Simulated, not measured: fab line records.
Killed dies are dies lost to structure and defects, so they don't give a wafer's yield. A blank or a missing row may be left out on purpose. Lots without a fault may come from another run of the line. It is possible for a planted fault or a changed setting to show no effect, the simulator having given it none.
fab line records	flow n5Finfet
[record] lots = 11	wafers = 33	lastDay = 18
route steps=1938 shown BEOL_M6@1238 BEOL_M7@1264 PASSIVATION@1936
lots that met no fault: from a run of the same line without faults
startH: the number of hours between the record's first day and the start of the first shown wafer of the lot	waitH: hours from the lot's prior step to this one	" same as the row above	L1.1+2: a row that stands for several wafers	- no value, or no start given	* or withheld: withheld	< > ~ a bound
route shown NAME@n: names a module that has steps shown in the file, with the first one's number in the route	usual: mean/standard deviation taken from wafers without a fault	same: alike in all rows	chamber/n: place in a boat	sites: per-site readings	_std_site: standard deviation of those values	_edge_site: the outer-site mean with the inner-site mean subtracted	radiusMm: how far each site lies from the wafer's centre	mask NAME#n: copy n	behind: the tool/chamber that last shaped the wafer	hold: what put the lot on hold/how long, in hours/how the hold closed	device: the n, p or np transistor that did not switch	end of line: at the end of the route, the tests of the same wafers	a step with no rows: only its recipe	killed: the dies lost at the first sort to structure and to defects; this is not the yield of the wafer	map: a wafer's dies, marking killed ones x, the rest . and places with no die _
set.NAME: the setting the step ran with; set.NAME@STEP: the setting that earlier step ran with	model.NAME: the simulator's own value behind a step, which no gauge read
a sample of lots followed through the steps of the route, with each step as a table and each wafer as a row
services: the hour from which a tool's chamber was out of use, counted from the record's first day as startH (under 0 if before that day), plus the number of hours and why
[[steps]]
[step N5_BEOL_M6_STRIP_36]
[recipe] chemistry = N2/H2	powerW = 450	tempC = 40	pressureMtorr = 20	rfFrequencyHz = 6e+07	overashFraction = 0.3	biasPowerW = 7	h2Frac = 0.5	n2FlowSccm = 200	h2FlowSccm = 200
[usual] drypumpMotorCurrentA = 5.8/0.34	oesProductAu = 0.79/0.072	rfVppV = 58.8/1.5	showerheadPlenumPTorr = 2.52/0.092	throttleValvePct = 23.66/0.25
lot.wafer	tool	chamber	startH	waitH	drypumpMotorCurrentA	oesProductAu	rfHoursCounterH	rfVppV	showerheadPlenumPTorr	throttleValvePct
L938.1	rieDiel-01	2	218.15	0.0	6.2	0.70	219	55.9	2.51	23.64
L938.5	"	3	"	"	5.7	0.77	-	60.7	2.44	23.88
L938.6	"	2	"	"	6.2	0.68	-	57.5	2.51	23.61
L939.3	rieDiel-04	0	225.55	0.0	5.5	0.84	90	59.9	2.46	23.30
L939.4	"	2	"	"	5.6	0.75	195	60.6	2.62	23.91
L939.6	"	0	"	"	5.5	0.84	-	61.8	2.46	23.31
L940.2	rieDiel-01	2	228.89	0.0	6.2	0.70	223	59.7	2.51	23.65
L940.3	"	3	"	"	5.7	0.76	137	61.3	2.44	23.85
L940.4	"	1	"	"	6.0	0.67	245	59.6	2.50	23.56
L942.1	rieDiel-01	3	242.80	0.0	5.8	0.77	142	59.4	2.44	23.89
L942.4	"	0	"	"	6.1	0.80	119	56.4	2.44	23.52
L942.6	"	0	"	"	6.1	0.79	-	60.6	2.44	23.52
L945.1	rieDiel-01	1	272.53	0.0	6.0	0.95	5	60.1	2.50	23.20
L945.4	"	2	"	"	6.2	0.67	244	55.4	2.50	23.67
L945.5	"	0	"	"	6.1	0.79	-	59.3	2.44	23.51
L947.1	rieDiel-04	0	277.33	0.0	5.5	0.81	103	59.9	2.45	23.31
L947.4	"	3	"	"	5.6	0.81	70	60.1	2.67	23.65
L947.5	"	1	"	"	6.2	0.83	-	58.8	2.69	23.85
L946.1	rieDiel-01	3	277.50	0.0	5.7	0.74	159	58.4	2.43	23.93
L946.4	"	2	"	"	6.2	0.68	246	57.8	2.50	23.67
L946.6	"	1	"	"	6.0	0.93	-	60.5	2.50	23.21
L955.1	rieDiel-03	3	323.44	0.0	5.9	0.72	217	58.1	2.41	24.15
L955.4	"	0	"	"	5.1	0.86	53	56.9	2.47	23.62
L955.6	"	2	"	"	5.5	0.73	-	58.0	2.63	23.90
L956.2	rieDiel-01	3	328.92	0.0	5.7	0.72	178	59.3	2.42	23.95
L956.3	"	0	"	"	6.1	0.77	156	58.5	2.43	23.57
L956.6	"	1	"	"	6.0	0.89	-	57.2	2.49	23.24
L954.3	rieDiel-04	3	331.13	0.0	5.7	0.80	88	62.4	2.66	23.70
L954.4	"	1	"	"	6.2	0.81	84	60.2	2.68	23.87
L954.6	"	1	"	"	6.2	0.79	-	59.2	2.68	23.88
L958.1	rieDiel-04	3	338.82	0.0	5.7	0.78	90	60.5	2.66	23.67
L958.4	"	1	"	"	6.2	0.79	87	57.4	2.68	23.86
L958.6	"	2	"	"	5.6	0.72	-	62.1	2.60	23.96
[step N5_BEOL_M6_OCD_MEAS_38]
[usual] trenchDepthNm = 94.1/1.4
lot.wafer	tool	chamber	startH	waitH	trenchDepthNm
L938.1	ocd-02	-	218.34	-	92.0
L938.5	"	-	"	"	94.2
L938.6	"	-	"	"	91.9
L939.3	ocd-01	-	225.74	-	95.8
L939.4	"	-	"	"	92.6
L939.6	"	-	"	"	94.6
L940.2	ocd-01	-	229.08	-	93.1
L940.3	"	-	"	"	96.1
L940.4	"	-	"	"	93.9
L942.1	ocd-02	-	242.99	-	95.6
L942.4	"	-	"	"	93.2
L942.6	"	-	"	"	93.3
L945.1	ocd-01	-	272.73	-	95.0
L945.4	"	-	"	"	91.6
L945.5	"	-	"	"	93.1
L947.1	ocd-01	-	277.52	-	95.7
L947.4	"	-	"	"	93.5
L947.5	"	-	"	"	93.5
L946.1	ocd-01	-	277.70	-	97.3
L946.4	"	-	"	"	92.3
L946.6	"	-	"	"	97.0
L955.1	ocd-01	-	323.63	-	92.9
L955.4	"	-	"	"	95.4
L955.6	"	-	"	"	93.1
L956.2	ocd-01	-	329.11	-	95.4
L956.3	"	-	"	"	93.9
L956.6	"	-	"	"	96.2
L954.3	ocd-02	-	331.33	-	91.2
L954.4	"	-	"	"	93.5
L954.6	"	-	"	"	92.8
L958.1	ocd-02	-	339.01	-	94.0
L958.4	"	-	"	"	94.9
L958.6	"	-	"	"	92.4
[step N5_BEOL_M6_THK_MEAS_53]
[recipe] thkMeasGauge = xrf	reads = Cu_of_BEOL_M6_ECD_50
[usual] M6_THK = 79.9/1.6
lot.wafer	tool	chamber	startH	waitH	M6_THK[nm]
L938.1	filmMetro-02	-	222.26	-	75.9
L938.5	"	-	"	"	79.8
L938.6	"	-	"	"	76.1
L939.3	filmMetro-01	-	229.62	-	82.3
L939.4	"	-	"	"	78.3
L939.6	"	-	"	"	80.8
L940.2	filmMetro-01	-	231.86	-	79.8
L940.3	"	-	"	"	82.2
L940.4	"	-	"	"	80.7
L942.1	filmMetro-02	-	246.57	-	80.7
L942.4	"	-	"	"	79.4
L942.6	"	-	"	"	80.2
L945.1	filmMetro-01	-	275.55	-	81.4
L945.4	"	-	"	"	77.6
L945.5	"	-	"	"	78.7
L947.1	filmMetro-02	-	279.82	-	81.4
L947.4	"	-	"	"	79.1
L947.5	"	-	"	"	78.5
L946.1	filmMetro-02	-	280.45	-	81.7
L946.4	"	-	"	"	77.6
L946.6	"	-	"	"	81.2
L955.1	filmMetro-02	-	326.67	-	77.6
L955.4	"	-	"	"	82.7
L955.6	"	-	"	"	79.5
L956.2	filmMetro-02	-	331.77	-	81.5
L956.3	"	-	"	"	77.0
L956.6	"	-	"	"	82.4
L954.3	filmMetro-01	-	334.21	-	78.0
L954.4	"	-	"	"	80.4
L954.6	"	-	"	"	78.4
L958.1	filmMetro-02	-	341.44	-	79.2
L958.4	"	-	"	"	79.7
L958.6	"	-	"	"	77.5
[step N5_BEOL_M7_CURE_74]
[recipe] tempC = 385	timeS = 240	ambient = He/Ar	material = SiCOH_lowk
[usual] lampPowerPct = 52.31/0.06	runLengthS = 286.1/1.1	wafer_temp_C_max = 386.7/0.58
lot.wafer	tool	chamber	startH	waitH	lampPowerPct	runLengthS	wafer_temp_C_max
L938.1	uvCure-02	1	222.54	0.1	52.27	284.8	388.2
L938.5	"	1	"	"	52.14	285.2	387.2
L938.6	"	1	"	"	52.30	284.7	387.7
L939.3	uvCure-03	0	230.06	0.2	52.31	286.0	386.6
L939.4	"	0	"	"	52.32	285.8	386.1
L939.6	"	0	"	"	52.32	286.0	386.4
L940.2	uvCure-03	1	232.20	0.1	52.23	286.4	388.0
L940.3	"	1	"	"	52.22	286.0	388.0
L940.4	"	1	"	"	52.32	286.2	387.5
L942.1	uvCure-02	2	246.84	0.0	52.30	285.5	386.4
L942.4	"	2	"	"	52.34	285.5	386.2
L942.6	"	2	"	"	52.29	286.0	386.6
L945.1	uvCure-03	0	276.12	0.4	-	-	-
L945.4	"	0	"	"	-	-	-
L945.5	"	0	"	"	-	-	-
L947.1	uvCure-03	2	281.14	1.1	-	-	-
L947.4	"	2	"	"	-	-	-
L947.5	"	2	"	"	-	-	-
L946.1	uvCure-03	0	281.92	1.2	-	-	-
L946.4	"	0	"	"	-	-	-
L946.6	"	0	"	"	-	-	-
L955.1	uvCure-02	0	326.93	0.0	52.29	285.8	386.6
L955.4	"	0	"	"	52.22	286.1	386.0
L955.6	"	0	"	"	52.24	286.1	387.2
L956.2	uvCure-02	2	332.38	0.1	52.27	285.9	386.5
L956.3	"	2	"	"	52.28	285.5	386.4
L956.6	"	2	"	"	52.38	285.7	386.2
L954.3	uvCure-02	0	334.65	0.2	52.24	285.9	386.8
L954.4	"	0	"	"	52.30	286.3	386.6
L954.6	"	0	"	"	52.44	286.1	386.6
L958.1	uvCure-03	0	341.93	0.3	52.39	285.5	386.2
L958.4	"	0	"	"	52.35	286.1	387.0
L958.6	"	0	"	"	52.37	285.8	387.2
[step N5_BEOL_M7_THK_MEAS_01]
[recipe] reads = SiCOH_lowk_of_BEOL_M7_ILD_DEP_00
[usual] M7_ILD_THK = 154.9/2.1
lot.wafer	tool	chamber	startH	waitH	M7_ILD_THK[nm]
L938.1	filmMetro-02	-	223.05	0.4	154.0
L938.5	"	-	"	"	157.7
L938.6	"	-	"	"	157.4
L939.3	filmMetro-02	-	230.41	0.3	159.2
L939.4	"	-	"	"	158.4
L939.6	"	-	"	"	158.3
L940.2	filmMetro-01	-	232.63	0.4	154.5
L940.3	"	-	"	"	153.7
L940.4	"	-	"	"	152.8
L942.1	filmMetro-01	-	247.35	0.4	153.0
L942.4	"	-	"	"	154.3
L942.6	"	-	"	"	154.2
L945.1	filmMetro-02	-	276.64	0.4	179.6
L945.4	"	-	"	"	181.4
L945.5	"	-	"	"	181.0
L947.1	filmMetro-01	-	281.65	0.4	176.2
L947.4	"	-	"	"	180.3
L947.5	"	-	"	"	178.6
L946.1	filmMetro-01	-	282.43	0.4	179.1
L946.4	"	-	"	"	181.9
L946.6	"	-	"	"	183.1
L955.1	filmMetro-01	-	327.44	0.4	152.3
L955.4	"	-	"	"	155.9
L955.6	"	-	"	"	156.0
L956.2	filmMetro-01	-	332.81	0.4	153.7
L956.3	"	-	"	"	154.6
L956.6	"	-	"	"	155.5
L954.3	filmMetro-02	-	335.01	0.3	150.7
L954.4	"	-	"	"	153.2
L954.6	"	-	"	"	154.7
L958.1	filmMetro-01	-	342.44	0.4	154.2
L958.4	"	-	"	"	156.0
L958.6	"	-	"	"	154.0
[step N5_PASSIVATION_PROBE_49]
[usual] defectLimitedYield = 91.2/1.5	killed_at_M0_to_M3 = 32/9.6	killed_at_M4_up = 13/5.3	killedAtContacts = 13/6.7	killedAtFrontEnd = 42/11	killedAtOther = 3.8/2.9	killedDies = 103/17	killedOpen = 67/13	killedShort = 35/7.9	sort_bin_5_function = 5.2/0.94	sort_bin_6_memory = 3.3/0.64	sortNPass = 1077/17	sortYieldPct = 91.2/1.5
[same] grossDies = 1180	killedAtBackSide = 0	sort_bin_4_leakage[%] = 0	sort_bin_8_speed[%] = 0
lot.wafer	tool	chamber	startH	waitH	defectLimitedYield[%]	killed_at_M0_to_M3	killed_at_M4_up	killedAtContacts	killedAtFrontEnd	killedAtOther	killedDies	killedOpen	killedShort	sort_bin_5_function[%]	sort_bin_6_memory[%]	sortNPass	sortYieldPct[%]
L938.1	prober-02	-	300.05	0.0	89.3	53	11	39	22	1	126	99	25	6.5	3.9	1054	89.3
L938.5	prober-02	-	300.25	0.2	91.2	38	7	20	37	2	104	62	39	4.8	3.6	1076	91.2
L938.6	prober-02	-	300.30	0.3	90.2	50	15	24	25	2	116	83	32	6.0	3.8	1064	90.2
L940.2	prober-02	-	318.19	0.1	90.8	32	14	12	51	0	109	73	36	6.4	2.8	1071	90.8
L940.3	prober-02	-	318.24	0.1	89.1	44	21	25	38	1	129	88	41	6.4	4.2	1051	89.1
L940.4	prober-02	-	318.29	0.2	89.2	31	20	6	69	2	128	93	35	5.8	4.8	1052	89.2
L939.3	prober-01	-	318.47	0.1	92.1	29	13	19	31	1	93	63	30	4.3	3.2	1087	92.1
L939.4	prober-01	-	318.52	0.2	95.1	9	8	7	31	3	58	38	19	2.5	2.3	1122	95.1
L939.6	prober-01	-	318.62	0.3	93.6	24	8	6	35	3	76	48	26	4.2	2.2	1104	93.6
L942.1	prober-02	-	328.34	0.0	93.2	11	8	15	44	2	80	54	26	3.8	2.6	1100	93.2
L942.4	prober-02	-	328.49	0.2	91.4	25	17	22	34	4	102	72	29	4.8	3.5	1078	91.4
L942.6	prober-02	-	328.59	0.3	91.1	41	11	10	36	7	105	71	32	5.6	3.1	1075	91.1
L945.1	prober-02	-	358.25	0.0	90.8	53	9	5	34	7	108	68	40	5.1	3.7	1072	90.8
L945.4	prober-02	-	358.40	0.2	92.0	39	11	4	36	4	94	60	32	4.9	2.8	1086	92.0
L945.5	prober-02	-	358.45	0.2	93.1	34	6	5	35	2	82	47	34	4.5	2.1	1098	93.1
L946.1	prober-01	-	367.03	0.0	91.9	29	14	10	36	7	96	63	33	4.4	3.5	1084	91.9
L946.4	prober-01	-	367.18	0.2	94.2	14	13	16	25	1	69	48	20	3.6	2.1	1111	94.2
L946.6	prober-01	-	367.28	0.3	92.8	12	13	14	37	9	85	53	31	4.2	2.9	1095	92.8
L947.1	prober-02	-	371.17	0.0	90.8	35	8	23	36	6	108	56	50	5.3	3.3	1072	90.8
L947.4	prober-02	-	371.32	0.2	90.7	33	10	20	44	3	110	70	38	5.6	3.3	1070	90.7
L947.5	prober-02	-	371.37	0.2	89.1	45	10	15	58	1	129	87	42	6.4	4.2	1051	89.1
L955.1	prober-01	-	414.94	0.0	90.8	23	19	15	45	7	109	69	36	4.9	3.7	1071	90.8
L955.4	prober-01	-	415.09	0.2	91.1	31	22	15	37	0	105	70	29	5.3	3.2	1075	91.1
L955.6	prober-01	-	415.19	0.3	91.2	34	11	20	37	2	104	62	38	5.3	3.1	1076	91.2
L954.3	prober-02	-	424.62	0.1	92.8	19	19	10	35	2	85	47	38	4.2	2.5	1095	92.8
L954.4	prober-02	-	424.67	0.2	92.0	21	16	7	43	7	94	61	33	4.6	3.0	1086	92.0
L954.6	prober-02	-	424.77	0.3	91.4	44	17	7	32	1	101	64	34	4.8	3.4	1079	91.4
L956.2	prober-01	-	432.62	0.1	88.8	25	16	10	79	2	132	95	37	6.0	4.6	1048	88.8
L956.3	prober-01	-	432.67	0.1	89.2	33	28	11	54	2	128	87	40	6.7	4.0	1052	89.2
L956.6	prober-01	-	432.82	0.3	90.0	32	24	17	44	1	118	79	38	6.0	3.9	1062	90.0
L958.1	prober-02	-	437.53	0.0	90.1	28	11	21	47	10	117	81	36	5.4	4.3	1063	90.1
L958.4	prober-02	-	437.68	0.2	88.4	35	15	19	60	8	137	95	42	7.0	4.2	1043	88.4
L958.6	prober-02	-	437.78	0.3	91.6	26	8	16	42	7	99	61	38	5.0	3.1	1081	91.6
// killed by level:class
L938.1 MOL_CONTACT_COAG:geometricParticle:open=32 BEOL_M3:geometricParticle:open=25 BEOL_M2:geometricParticle:open=12 STI_FIN_REVEAL:geometricParticle:open=9 MOL_CONTACT_COAG:geometricParticle:short=7 DUMMY_GATE:geometricParticle:open=4 BEOL_M1:geometricParticle:open=4 BEOL_M4:geometricParticle:open=4
L938.5 MOL_CONTACT_COAG:geometricParticle:open=15 STI_FIN_REVEAL:geometricParticle:open=13 BEOL_M3:geometricParticle:open=11 BEOL_M0_SAQP:geometricParticle:short=10 FIN_SAQP:geometricParticle:short=6 BEOL_M0_SAQP:geometricParticle:open=6 MOL_CONTACT_COAG:geometricParticle:short=5 BEOL_M3:geometricParticle:short=4
L938.6 BEOL_M3:geometricParticle:open=19 MOL_CONTACT_COAG:geometricParticle:open=16 BEOL_M4:geometricParticle:open=11 BEOL_M0_SAQP:geometricParticle:short=9 MOL_CONTACT_COAG:geometricParticle:short=8 BEOL_M2:geometricParticle:open=8 BEOL_M0_SAQP:geometricParticle:open=6 STI_FIN_REVEAL:geometricParticle:open=5
L940.2 FIN_SAQP:geometricParticle:open=11 STI_FIN_REVEAL:geometricParticle:open=11 FIN_SAQP:geometricParticle:short=10 MOL_CONTACT_COAG:geometricParticle:open=10 BEOL_M2:geometricParticle:open=8 BEOL_M0_SAQP:geometricParticle:short=7 BEOL_M3:geometricParticle:open=7 BEOL_M4:geometricParticle:open=7
L940.3 MOL_CONTACT_COAG:geometricParticle:open=19 BEOL_M4:geometricParticle:open=14 BEOL_M0_SAQP:geometricParticle:open=10 FIN_SAQP:geometricParticle:short=8 BEOL_M0_SAQP:geometricParticle:short=8 BEOL_M3:geometricParticle:open=8 BEOL_M2:geometricParticle:open=7 MOL_CONTACT_COAG:geometricParticle:short=6
L940.4 FIN_SAQP:geometricParticle:open=20 DUMMY_GATE:geometricParticle:open=14 FIN_SAQP:geometricParticle:short=12 BEOL_M4:geometricParticle:open=10 BEOL_M3:geometricParticle:open=9 BEOL_M2:geometricParticle:open=8 BEOL_M0_SAQP:geometricParticle:open=7 MOL_CONTACT_COAG:geometricParticle:open=6
L939.3 MOL_CONTACT_COAG:geometricParticle:open=14 FIN_SAQP:geometricParticle:open=7 FIN_SAQP:geometricParticle:short=5 GATE_CUT:geometricParticle:open=5 MOL_CONTACT_COAG:geometricParticle:short=5 BEOL_M1:geometricParticle:open=5 BEOL_M2:geometricParticle:open=5 BEOL_M3:geometricParticle:open=5
L939.4 FIN_SAQP:geometricParticle:open=7 STI_FIN_REVEAL:geometricParticle:open=6 FIN_SAQP:geometricParticle:short=5 MOL_CONTACT_COAG:geometricParticle:open=5 BEOL_M4:geometricParticle:open=3 STARTING-WAFER:geometricParticle:short=3 STARTING-WAFER:geometricParticle:open=3 DUMMY_GATE:geometricParticle:open=2
L939.6 FIN_SAQP:geometricParticle:open=9 MOL_CONTACT_COAG:geometricParticle:open=6 FIN_SAQP:geometricParticle:short=5 BEOL_M0_SAQP:geometricParticle:open=5 BEOL_M0_SAQP:geometricParticle:short=4 GATE_CUT:geometricParticle:short=4 BEOL_M4:geometricParticle:open=4 BEOL_M1:geometricParticle:open=4
L942.1 FIN_SAQP:geometricParticle:open=13 MOL_CONTACT_COAG:geometricParticle:open=13 STI_FIN_REVEAL:geometricParticle:open=10 BEOL_M0_SAQP:geometricParticle:short=5 FIN_SAQP:geometricParticle:short=4 DUMMY_GATE:geometricParticle:open=4 STI_FIN_REVEAL:geometricParticle:short=3 GATE_CUT:geometricParticle:short=2
L942.4 MOL_CONTACT_COAG:geometricParticle:open=21 FIN_SAQP:geometricParticle:open=10 BEOL_M4:geometricParticle:open=9 FIN_SAQP:geometricParticle:short=7 STARTING-WAFER:geometricParticle:short=5 BEOL_M0_SAQP:geometricParticle:open=4 BEOL_M3:geometricParticle:open=4 BEOL_M0_SAQP:geometricParticle:short=3
L942.6 FIN_SAQP:geometricParticle:open=11 FIN_SAQP:geometricParticle:short=9 STI_FIN_REVEAL:geometricParticle:open=8 MOL_CONTACT_COAG:geometricParticle:open=8 BEOL_M0_SAQP:geometricParticle:open=8 BEOL_M0_SAQP:geometricParticle:short=7 BEOL_M3:geometricParticle:open=6 BEOL_M4:geometricParticle:open=5
L945.1 BEOL_M0_SAQP:geometricParticle:open=21 BEOL_M3:geometricParticle:open=13 BEOL_M0_SAQP:geometricParticle:short=9 DUMMY_GATE:geometricParticle:open=6 GATE_CUT:geometricParticle:short=6 FIN_SAQP:geometricParticle:short=4 FIN_SAQP:geometricParticle:open=4 DUMMY_GATE:geometricParticle:short=3
L945.4 STI_FIN_REVEAL:geometricParticle:open=12 FIN_SAQP:geometricParticle:open=7 BEOL_M1:geometricParticle:open=7 BEOL_M3:geometricParticle:open=7 BEOL_M0_SAQP:geometricParticle:short=6 GATE_CUT:geometricParticle:short=4 MOL_CONTACT_COAG:geometricParticle:open=4 BEOL_M0_SAQP:geometricParticle:open=4
L945.5 BEOL_M0_SAQP:geometricParticle:short=11 GATE_CUT:geometricParticle:open=7 BEOL_M0_SAQP:geometricParticle:open=7 BEOL_M3:geometricParticle:open=6 DUMMY_GATE:geometricParticle:short=5 MOL_CONTACT_COAG:geometricParticle:open=5 FIN_SAQP:geometricParticle:open=4 DUMMY_GATE:geometricParticle:open=4
L946.1 BEOL_M3:geometricParticle:open=12 STI_FIN_REVEAL:geometricParticle:open=11 MOL_CONTACT_COAG:geometricParticle:open=8 BEOL_M0_SAQP:geometricParticle:short=6 DUMMY_GATE:geometricParticle:open=6 BEOL_M4:geometricParticle:open=6 BEOL_M3:geometricParticle:short=5 STARTING-WAFER:geometricParticle:open=5
L946.4 MOL_CONTACT_COAG:geometricParticle:open=12 STI_FIN_REVEAL:geometricParticle:open=8 BEOL_M3:geometricParticle:open=6 BEOL_M4:geometricParticle:open=6 MOL_CONTACT_COAG:geometricParticle:short=4 DUMMY_GATE:geometricParticle:open=3 STARTING-WAFER:geometricParticle:open=3 FIN_SAQP:geometricParticle:short=2
L946.6 MOL_CONTACT_COAG:geometricParticle:open=11 FIN_SAQP:geometricParticle:open=8 FIN_SAQP:geometricParticle:short=8 DUMMY_GATE:geometricParticle:open=6 BEOL_M4:geometricParticle:open=5 BEOL_M2:geometricParticle:open=4 PASS1_DEP:geometricParticle:open=4 STI_FIN_REVEAL:geometricParticle:open=3
L947.1 MOL_CONTACT_COAG:geometricParticle:open=16 FIN_SAQP:geometricParticle:short=12 BEOL_M0_SAQP:geometricParticle:short=12 BEOL_M0_SAQP:geometricParticle:open=9 FIN_SAQP:geometricParticle:open=8 MOL_CONTACT_COAG:geometricParticle:short=7 MIM_TOP_ETCH:geometricParticle:short=5 BEOL_M2:geometricParticle:open=4
L947.4 MOL_CONTACT_COAG:geometricParticle:open=14 STI_FIN_REVEAL:geometricParticle:open=13 FIN_SAQP:geometricParticle:open=9 BEOL_M0_SAQP:geometricParticle:short=9 BEOL_M0_SAQP:geometricParticle:open=6 DUMMY_GATE:geometricParticle:open=5 GATE_CUT:geometricParticle:short=5 MOL_CONTACT_COAG:geometricParticle:short=5
L947.5 FIN_SAQP:geometricParticle:short=15 FIN_SAQP:geometricParticle:open=13 BEOL_M2:geometricParticle:open=13 STI_FIN_REVEAL:geometricParticle:open=12 MOL_CONTACT_COAG:geometricParticle:open=10 BEOL_M0_SAQP:geometricParticle:short=7 BEOL_M0_SAQP:geometricParticle:open=7 BEOL_M1:geometricParticle:open=6
L955.1 MOL_CONTACT_COAG:geometricParticle:open=14 FIN_SAQP:geometricParticle:short=12 BEOL_M5:geometricParticle:open=7 FIN_SAQP:geometricParticle:open=6 GATE_CUT:geometricParticle:short=6 BEOL_M1:geometricParticle:open=6 ILD0:geometricParticle:open=4 BEOL_M0_SAQP:geometricParticle:open=4
L955.4 BEOL_M0_SAQP:geometricParticle:open=13 MOL_CONTACT_COAG:geometricParticle:open=12 STI_FIN_REVEAL:geometricParticle:open=9 BEOL_M1:geometricParticle:open=6 FIN_SAQP:geometricParticle:open=5 BEOL_M0_SAQP:geometricParticle:short=5 BEOL_M4:geometricParticle:open=5 FIN_SAQP:geometricParticle:short=4
L955.6 MOL_CONTACT_COAG:geometricParticle:open=15 BEOL_M0:geometricParticle:short=9 BEOL_M1:geometricParticle:open=8 FIN_SAQP:geometricParticle:short=6 FIN_SAQP:geometricParticle:open=5 STI_FIN_REVEAL:geometricParticle:open=5 GATE_CUT:geometricParticle:short=5 MOL_CONTACT_COAG:geometricParticle:short=5
L954.3 FIN_SAQP:geometricParticle:short=19 MOL_CONTACT_COAG:geometricParticle:open=9 FIN_SAQP:geometricParticle:open=7 BEOL_M4:geometricParticle:open=6 BEOL_M0_SAQP:geometricParticle:open=5 BEOL_M1:geometricParticle:open=5 GATE_CUT:geometricParticle:short=4 BEOL_M3:geometricParticle:open=4
L954.4 FIN_SAQP:geometricParticle:open=15 BEOL_M5:geometricParticle:open=7 FIN_SAQP:geometricParticle:short=6 BEOL_M3:geometricParticle:open=6 STI_FIN_REVEAL:geometricParticle:open=5 GATE_CUT:geometricParticle:short=5 MOL_CONTACT_COAG:geometricParticle:open=5 BEOL_M0_SAQP:geometricParticle:short=4
L954.6 BEOL_M2:geometricParticle:open=11 BEOL_M3:geometricParticle:open=11 BEOL_M5:geometricParticle:open=7 GATE_CUT:geometricParticle:short=6 BEOL_M0_SAQP:geometricParticle:short=6 FIN_SAQP:geometricParticle:open=5 FIN_SAQP:geometricParticle:short=5 BEOL_M0_SAQP:geometricParticle:open=5
L956.2 STI_FIN_REVEAL:geometricParticle:open=35 FIN_SAQP:geometricParticle:open=14 FIN_SAQP:geometricParticle:short=7 MOL_CONTACT_COAG:geometricParticle:open=7 BEOL_M1:geometricParticle:open=7 BEOL_M0_SAQP:geometricParticle:short=6 BEOL_M5:geometricParticle:open=6 ILD0:geometricParticle:short=5
L956.3 BEOL_M4:geometricParticle:open=17 MOL_CONTACT_COAG:geometricParticle:open=8 BEOL_M0_SAQP:geometricParticle:open=8 BEOL_M3:geometricParticle:open=8 FIN_SAQP:geometricParticle:open=7 FIN_SAQP:geometricParticle:short=7 GATE_CUT:geometricParticle:short=6 BEOL_M0_SAQP:geometricParticle:short=6
L956.6 STI_FIN_REVEAL:geometricParticle:open=14 MOL_CONTACT_COAG:geometricParticle:open=13 BEOL_M0_SAQP:geometricParticle:short=10 BEOL_M4:geometricParticle:open=10 FIN_SAQP:geometricParticle:open=9 BEOL_M0_SAQP:geometricParticle:open=8 BEOL_M5:geometricParticle:open=6 BEOL_M3:geometricParticle:open=5
L958.1 MOL_CONTACT_COAG:geometricParticle:open=17 STI_FIN_REVEAL:geometricParticle:open=12 FIN_SAQP:geometricParticle:short=10 BEOL_M3:geometricParticle:open=7 FIN_SAQP:geometricParticle:open=6 BEOL_M1:geometricParticle:open=6 BEOL_M4:geometricParticle:open=6 BEOL_M0_SAQP:geometricParticle:short=5
L958.4 STI_FIN_REVEAL:geometricParticle:open=19 MOL_CONTACT_COAG:geometricParticle:open=17 BEOL_M1:geometricParticle:open=14 FIN_SAQP:geometricParticle:short=11 FIN_SAQP:geometricParticle:open=8 BEOL_M0_SAQP:geometricParticle:short=5 BEOL_M2:geometricParticle:open=5 BEOL_M3:geometricParticle:open=4
L958.6 MOL_CONTACT_COAG:geometricParticle:open=12 STI_FIN_REVEAL:geometricParticle:open=10 FIN_SAQP:geometricParticle:short=8 FIN_SAQP:geometricParticle:open=7 BEOL_M1:geometricParticle:short=7 BEOL_M1:geometricParticle:open=6 GATE_CUT:geometricParticle:short=5 BEOL_M2:geometricParticle:open=5
[[services]]
tool	chamber	startH	hours	kind
rieDiel-01	1	203.47	7.2	repair
rieDiel-04	1	209.09	6.8	repair
rieDiel-03	2	212.85	15.3	repair
uvCure-02	-	226.67	3.9	repair
rieDiel-04	-	240.08	14.6	pm
rieDiel-01	1	244.09	-	clean
rieDiel-01	1	244.09	-	consumableReplace:focusRing
rieDiel-01	1	244.09	13.9	scheduledDown
rieDiel-01	1	244.09	13.9	ventCycle
uvCure-02	-	260.12	44.8	repair
rieDiel-01	2	290.57	-	clean
rieDiel-01	2	290.57	-	consumableReplace:focusRing
rieDiel-01	2	290.57	21.6	scheduledDown
rieDiel-01	2	290.57	21.6	ventCycle
[[key]]
[firstSign] step = N5_BEOL_M7_CURE_74	reading = toolRecord	direction = missing
[effect] step = N5_BEOL_M7_THK_MEAS_01	reading = M7_ILD_THK	direction = up	sigmas = 12	usual = 154.9	struck = 180.2
metAt N5_BEOL_M7_CURE_74
struckLots L945,L946,L947
notActingAt N5_BEOL_M6_STRIP_36,N5_BEOL_M6_OCD_MEAS_38,N5_BEOL_M6_THK_MEAS_53
onsetBetween 232.20 276.12
[fault] kind = skippedStepWhole	tool = uvCure-03	chamber = -	onsetH = 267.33	steps = N5_BEOL_M7_CURE_74	scope = struckLotsOnly
